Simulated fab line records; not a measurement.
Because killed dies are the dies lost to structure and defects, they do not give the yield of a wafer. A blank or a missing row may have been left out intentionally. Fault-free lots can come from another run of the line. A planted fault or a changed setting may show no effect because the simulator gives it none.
Struck lot and sound lot, side by side | flow n5Finfet | 43 out of 1938 route steps
Sound: wafers L419.2, L419.3, L419.5. Wafers struck: L406.2, L406.3, L406.5. At the end, the cause is stated.
For every step that has rows: the tool of each side, followed by ch and its chambers, followed by its first start. Under that, the readings that differ: sound wafers | struck wafers | difference of the means | sigmas: that difference in standard deviations of wafers without a fault.
alike: same words and numbers on both sides, and readings whose means sit less than 2 such deviations apart. not compared: any withheld reading, any reading some wafer has no value for, any bound like >300 that may hide the same value, and any number with overlapping values for which the record gives no deviation.
Wherever a step has rows on one side only, a row that says differs or no value, or a row with sigmas, the two part there. Numbers that don't overlap but have no deviation are shown without sigmas and don't part them. Lack of a reading on every wafer of one side parts them only where that side has two or more wafers.

first, 8 steps without rows for these wafers: N5_WELL_APT_HMDS_01 (time 60 s); N5_WELL_APT_COAT_02 (resist thk 950 nm); N5_WELL_APT_EBR_04; N5_WELL_APT_SOFTBAKE_03 (time 60 s); N5_WELL_APT_EXPOSE_05 (exposes mask NWELL, defocus 0 nm, target cd 200 nm); N5_WELL_APT_PEB_06 (peb time 90 s); N5_WELL_APT_DEVELOP_07 (develop time 45 s); N5_WELL_APT_HARDBAKE_12 (time 120 s).
N5_WELL_APT_CD_MEAS_08: target cd 200 nm.
  sound on cdSem-01 ch 0, day 6 02:03; struck on cdSem-01 ch 0, day 2 19:38
  alike: cdNm
N5_WELL_APT_OVL_MEAS_09:
  sound on overlay-02 ch 0, day 6 02:05; struck on overlay-01 ch 0, day 2 19:40
  alike: NWELL_OVL
N5_WELL_APT_INSPECT_10: inspects for defects (macro).
  sound on defectInspect-02, day 6 02:07; struck on defectInspect-02, day 2 19:42
  alike: rawDefectCount
N5_WELL_APT_DESCUM_13: chemistry O2, time 7.9 s.
  sound on rieDiel-04 ch 0,2, day 6 02:17; struck on rieDiel-06 ch 1,3, day 2 19:47
  alike: drypumpMotorCurrentA, oesProductAu, rfVppV, showerheadPlenumPTorr, throttleValvePct
  not compared: rfHoursCounterH
N5_WELL_APT_IMPLANT_14:
  sound on implanter-02 ch 0, day 6 02:25; struck on implanter-01 ch 0, day 2 19:55
reading          | sound                            | struck                          | difference  | sigmas
doseIonsCm2      | 1.4989e+13 1.5007e+13 1.4987e+13 | 1.0642e+13 1.063e+13 1.0645e+13 | -4.3553e+12 | -99 or more
faradayCurrentUA | 196 196 193                      | 141 135 133                     | -59         | -15
  alike: beamEnergyKeV
then, 10 steps without rows for these wafers: N5_WELL_APT_IMPLANT_15; N5_WELL_APT_STRIP_16 (strips in SPM, time 900 s); N5_WELL_APT_HMDS_18 (time 60 s); N5_WELL_APT_COAT_19 (resist thk 950 nm); N5_WELL_APT_EBR_21; N5_WELL_APT_SOFTBAKE_20 (time 60 s); N5_WELL_APT_EXPOSE_22 (exposes mask PWELL, defocus 0 nm, target cd 200 nm); N5_WELL_APT_PEB_23 (peb time 90 s); N5_WELL_APT_DEVELOP_24 (develop time 45 s); N5_WELL_APT_HARDBAKE_29 (time 120 s).
N5_WELL_APT_CD_MEAS_25: target cd 200 nm.
  sound on cdSem-03 ch 0, day 6 03:19; struck on cdSem-03 ch 0, day 2 20:49
  alike: cdNm
N5_WELL_APT_OVL_MEAS_26:
  sound on overlay-02 ch 0, day 6 03:21; struck on overlay-02 ch 0, day 2 20:50
  alike: PWELL_OVL
N5_WELL_APT_INSPECT_27: inspects for defects (macro).
  sound on defectInspect-01, day 6 03:22; struck on defectInspect-02, day 2 20:52
  alike: rawDefectCount
N5_WELL_APT_DESCUM_30: chemistry O2, time 7.9 s.
  sound on rieDiel-03 ch 0,2, day 6 03:28; struck on rieDiel-06 ch 0,1,3, day 2 20:54
  alike: drypumpMotorCurrentA, oesProductAu, rfVppV, showerheadPlenumPTorr, throttleValvePct
  not compared: rfHoursCounterH
then, 3 steps without rows for these wafers: N5_WELL_APT_IMPLANT_31; N5_WELL_APT_IMPLANT_32; N5_WELL_APT_STRIP_33 (strips in SPM, time 900 s).
N5_WELL_APT_RTA_34: time 10 s.
  sound on rtpAnneal-02 ch 0, day 6 04:15; struck on rtpAnneal-01 ch 0, day 2 21:43
  alike: lampPowerPct, lamp_zone_6_pct, wafer_temp_C_max
then, 4 steps without rows for these wafers: N5_WELL_APT_OXIDE_STRIP_42 (strips SiO2 in dHF, time 45 s, target depth 12 nm); N5_WELL_APT_PRECLEAN_36 (cleans in O3/DIW, time 45 s); N5_WELL_APT_PRECLEAN_39 (cleans in dHF, time 60 s); N5_WELL_APT_SRD_37 (time 30 s).
N5_WELL_APT_EPI_41: deposits Si from SiH4/H2, target thk 50 nm, time 297.7 s.
  sound on epiRpcvd-03 ch 0, day 6 04:34; struck on epiRpcvd-01 ch 0, day 2 22:02
  alike: throttleValvePct
N5_WELL_APT_INSPECT_38: inspects for defects (darkfield).
  sound on defectInspect-01, day 6 05:07; struck on defectInspect-02, day 2 22:35
  alike: rawDefectCount
N5_PMOS_HMC_CHANNEL_EPI_HM_DEP_34: deposits SiO2 from TEOS/O2, target thk 36 nm, time 6.9 s.
  sound on pecvd-02 ch 0,2, day 6 05:09; struck on pecvd-03 ch 0,1, day 2 22:37
  alike: heaterPowerW, showerheadPlenumPTorr, throttleValvePct
then, 4 steps without rows for these wafers: N5_PMOS_HMC_CHANNEL_EPI_COAT_31 (time 60 s, resist thk 66 nm); N5_PMOS_HMC_CHANNEL_EPI_COAT_03 (resist thk 205 nm); N5_PMOS_HMC_CHANNEL_EPI_EBR_05; N5_PMOS_HMC_CHANNEL_EPI_SOFTBAKE_04 (time 60 s).
-- the record jumps here: 7 days lie between the struck wafers' starts before and after (it left off in module PMOS_HMC_CHANNEL_EPI and takes up again in module BEOL_M4, whose first step shown is number 1111 of the route) --
N5_BEOL_M4_RC_MEAS_101:
  sound on prober-02 ch 0, day 12 22:29; struck on prober-02 ch 0, day 9 12:48
reading           | sound          | struck         | difference | sigmas
RS_NWELL (ohm/sq) | 1037 1040 1035 | 1251 1270 1264 | +224       | +36
  alike: DIBL_N, DIBL_P, IOFF_N, IOFF_P, ION_N, ION_P, SS_N, SS_P, VT_N, VT_P

## WHERE THEY PART
Last at N5_BEOL_M4_RC_MEAS_101 as far as this record goes, first at N5_WELL_APT_IMPLANT_14.

WHY: what had been put in by the simulator
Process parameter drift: implanter-01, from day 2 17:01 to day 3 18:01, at N5_WELL_APT_IMPLANT_14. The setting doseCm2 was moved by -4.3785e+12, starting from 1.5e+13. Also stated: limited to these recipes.
